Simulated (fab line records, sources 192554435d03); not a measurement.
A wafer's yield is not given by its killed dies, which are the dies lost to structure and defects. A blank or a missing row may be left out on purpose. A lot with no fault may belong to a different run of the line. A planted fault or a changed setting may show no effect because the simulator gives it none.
Struck lot and sound lot, side by side | flow n5 finfet | 16 out of 1938 route steps
Sound: these wafers, L321.2, L321.5, L321.6. Struck: wafer L322.1 (left out: L322.2, L322.6 of the same lot, which were not struck); the cause appears at the end.
For every step that has rows: the tool of each side, followed by ch and its chambers, followed by its first start. Under that, the readings that differ: sound wafers | struck wafers | difference of the means | sigmas: that difference in standard deviations of wafers without a fault.
alike: a reading whose means differ by less than 2 such deviations, as well as words and numbers matching on both sides. not compared: withheld readings; readings where some wafer has no value; bounds like >300 that might hide an equal value; numbers whose values overlap and for which the record gives no deviation.
Wherever a step has rows on one side only, a row that says differs or no value, or a row with sigmas, the two part there. When numbers do not overlap yet have no deviation, they are printed without sigmas and do not part them. A reading missing from all wafers of one side parts the sides only when that side holds two or more wafers.

first, 8 steps without rows for these wafers: N5_HKMG_FIN_COAT_41 (time 60 s, resist thk 300 nm); N5_HKMG_FIN_COAT_42 (time 60 s, resist thk 35 nm); N5_HKMG_FIN_COAT_43 (resist thk 90 nm); N5_HKMG_FIN_EBR_45; N5_HKMG_FIN_SOFTBAKE_44 (time 60 s); N5_HKMG_FIN_EXPOSE_46 (exposes mask NDIPOLE); N5_HKMG_FIN_PEB_47 (peb time 60 s); N5_HKMG_FIN_DEVELOP_48 (develop time 30 s).
N5_HKMG_FIN_CD_MEAS_49: target cd 202 nm.
  sound on cd sem-02 ch 0, day 5 06:16; struck on cd sem-01 ch 0, day 5 11:23
  alike: cd nm
N5_HKMG_FIN_OVL_MEAS_50:
  sound on overlay-01 ch 0, day 5 06:18; struck on overlay-01 ch 0, day 5 11:25
  alike: NDIPOLE_OVL
N5_HKMG_FIN_INSPECT_61: inspects for defects (macro).
  struck on defect inspect-01, day 5 11:26; sound on defect inspect-01, day 5 06:19
  alike: raw defect count
N5_HKMG_FIN_DESCUM_53: chemistry O2, time 7.9 s.
  sound on rie diel-02 ch 0,2,3, day 5 06:35; struck on rie diel-02 ch 3, day 5 11:28
  alike: drypump motor current A, o2 flow sccm, oes product au, rf vpp V, showerhead plenum p Torr, temp c, throttle valve pct
  not compared: rf hours counter h
N5_HKMG_FIN_ETCH_54: etches SiARC in CF4, target depth 45.5 nm, time 75.8 s.
  sound on rie diel-02 ch 0,2,3, day 5 06:37; struck on rie diel-02 ch 3, day 5 11:31
  reading               | sound          | struck | difference | sigmas
  etch rf on time s (s) | 74.5 75.9 77.1 | 95.5   | +19.7      | +22
  alike: bias w, drypump motor current A, oes product au, rf vpp V, showerhead plenum p Torr, throttle valve pct
  not compared: rf hours counter h
N5_HKMG_FIN_ETCH_55: etches SOC in N2/H2, target depth 240 nm, time 300 s.
  sound on rie diel-02 ch 0,2,3, day 5 06:40; struck on rie diel-02 ch 3, day 5 11:34
  alike: bias w, drypump motor current A, oes product au, rf vpp V, showerhead plenum p Torr, temp c, throttle valve pct
  not compared: rf hours counter h
-- a jump in the record: the struck wafers' starts before and after are 6 days apart (it breaks off in module HKMG_FIN and resumes in module BEOL_M4, where the first step shown is number 1111 of the route) --
N5_BEOL_M4_RC_MEAS_101:
  sound on prober-01 ch 0, day 11 10:23; struck on prober-01 ch 0, day 11 16:53
  alike: DIBL_N, DIBL_P, IOFF_N, IOFF_P, ION_N, ION_P, SS_N, SS_P, VT_N, VT_P
-- a jump in the record: the struck wafers' starts before and after are 4 days apart (it breaks off in module BEOL_M4 and resumes in module PASSIVATION, where the first step shown is number 1936 of the route) --
N5_PASSIVATION_PROBE_49:
  record: rows for the struck wafers here (prober-01, day 15 22:19), none for the sound ones

## WHERE THEY PART
Earliest at N5_HKMG_FIN_ETCH_54; latest, in this record, at N5_PASSIVATION_PROBE_49.

WHY: what had been put in by the simulator
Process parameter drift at N5_HKMG_FIN_ETCH_54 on rie diel-02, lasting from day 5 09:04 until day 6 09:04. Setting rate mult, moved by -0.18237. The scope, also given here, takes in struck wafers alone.
